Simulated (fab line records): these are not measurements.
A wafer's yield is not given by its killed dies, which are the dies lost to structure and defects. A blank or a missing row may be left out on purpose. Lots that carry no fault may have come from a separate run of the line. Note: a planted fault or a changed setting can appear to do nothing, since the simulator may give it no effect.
A struck lot beside a sound one    flow n5-finfet    16 steps out of a route of 1938
Sound: wafers L856.1, L856.2, L856.5. Struck: wafer L846.6 (left out: L846.4, a lot-mate that was not struck); the cause follows at the end.
Per side, at each step with rows, come the tool, then ch with its chambers, and then its first start. Under that, the readings that differ: sound wafers    struck wafers    difference of the means    sigmas: that difference in standard deviations of wafers without a fault.
alike: readings whose means differ by less than 2 such deviations, and words and numbers that are the same on both sides. not compared: withheld readings, readings that some wafer has no value for, bounds like >300 that may hide the same value, and numbers for which the record gives no deviation and whose values overlap.
A row with sigmas, a row that says differs or no value, or rows on one side alone: a step with any of these is where the two part. When numbers do not overlap yet have no deviation, they are printed without sigmas and do not part them. A reading that every wafer of one side lacks parts them only if that side has two wafers or more.

N5_BEOL_M0_SAQP_STRIP_75: strips in CF4.
  sound on rie-diel-04 ch 0,1, day 11 08:14; struck on rie-diel-04 ch 0, day 8 15:02
  alike: cf4-flow-sccm, drypump-motor-current-A, oes-product-au, rf-fwd-power-W, rf-vpp-V, showerhead-plenum-p-Torr, throttle-valve-pct
  not compared: rf-hours-counter-h
then, 7 steps without rows for these wafers: N5_BEOL_M0_CUTY_COAT_50 (time 60 s, resist thk 15 nm); N5_BEOL_M0_CUTY_COAT_51 (resist thk 150 nm); N5_BEOL_M0_CUTY_EBR_52; N5_BEOL_M0_CUTY_SOFTBAKE_53 (time 60 s); N5_BEOL_M0_CUTY_EXPOSE_54 (exposes mask M0 ABLK); N5_BEOL_M0_CUTY_PEB_55 (peb time 60 s); N5_BEOL_M0_CUTY_DEVELOP_56 (develop time 30 s).
N5_BEOL_M0_CUTY_CD_MEAS_57: target cd 200 nm.
  sound on cd-sem-03 ch 0, day 11 08:38; struck on cd-sem-01 ch 0, day 8 15:26
  alike: cd-nm
N5_BEOL_M0_CUTY_OVL_MEAS_58:
  sound on overlay-01 ch 0, day 11 08:40; struck on overlay-02 ch 0, day 8 15:28
  alike: M0_ABLK_OVL
N5_BEOL_M0_CUTY_INSPECT_59: inspects for defects (macro).
  sound on defect-inspect-01 at day 11 08:41; struck on defect-inspect-01 at day 8 15:29
  alike: raw-defect-count
N5_BEOL_M0_CUTY_DESCUM_61: chemistry O2, time 7.9 s.
  sound on rie-diel-03 ch 1,2,3, day 11 11:16; struck on rie-diel-03 ch 2, day 8 15:41
reading              sound              struck  difference  sigmas
o2-flow-sccm (sccm)  224.4 224.3 224.6  226.4   +2.0        +3
  alike: drypump-motor-current-A, oes-product-au, rf-fwd-power-W, rf-vpp-V, showerhead-plenum-p-Torr, throttle-valve-pct
  not compared: rf-hours-counter-h
N5_BEOL_M0_CUTY_ETCH_62: etches SiARC in CF4, time 58.5 s.
  sound on rie-diel-03 ch 1,2,3, day 11 11:18; struck on rie-diel-03 ch 2, day 8 15:44
reading                sound           struck  difference  sigmas
etch-rf-on-time-s (s)  59.6 58.3 57.7  38.4    -20.1       -21
oes-product-au (a.u.)  0.57 0.81 0.74  1.00    +0.29       +3
  alike: cf4-flow-sccm, drypump-motor-current-A, rf-fwd-power-W, rf-vpp-V, showerhead-plenum-p-Torr, throttle-valve-pct
  not compared: rf-hours-counter-h
N5_BEOL_M0_CUTY_ETCH_63: etches SOC in N2/H2, target depth 82.7 nm, overetch 16.5 nm, time 124 s.
  sound on rie-diel-03 ch 1,2,3, day 11 11:21; struck on rie-diel-03 ch 2, day 8 15:47
  alike: drypump-motor-current-A, oes-product-au, rf-fwd-power-W, rf-vpp-V, showerhead-plenum-p-Torr, throttle-valve-pct
  not compared: rf-hours-counter-h
-- here the record skips 5 days between the struck wafers' starts before and after, leaving off in module BEOL_M0_CUTY and picking up in module BEOL_M4 (first step shown: number 1111 of the route) --
N5_BEOL_M4_RC_MEAS_101:
  sound on prober-02 ch 0, day 15 03:48; struck on prober-02 ch 0, day 13 05:16
  alike: DIBL_N, DIBL_P, IOFF_N, IOFF_P, ION_N, ION_P, SS_N, SS_P, VT_N, VT_P
after that, 1 step had no rows for these wafers: N5_PASSIVATION_PROBE_49.

== WHERE THEY PART ==
Last at N5_BEOL_M0_CUTY_ETCH_62 as far as this record goes, first at N5_BEOL_M0_CUTY_DESCUM_61. Later steps at which nothing parts them and some readings are alike: N5_BEOL_M0_CUTY_ETCH_63, N5_BEOL_M4_RC_MEAS_101.

WHY: what had been put in by the simulator
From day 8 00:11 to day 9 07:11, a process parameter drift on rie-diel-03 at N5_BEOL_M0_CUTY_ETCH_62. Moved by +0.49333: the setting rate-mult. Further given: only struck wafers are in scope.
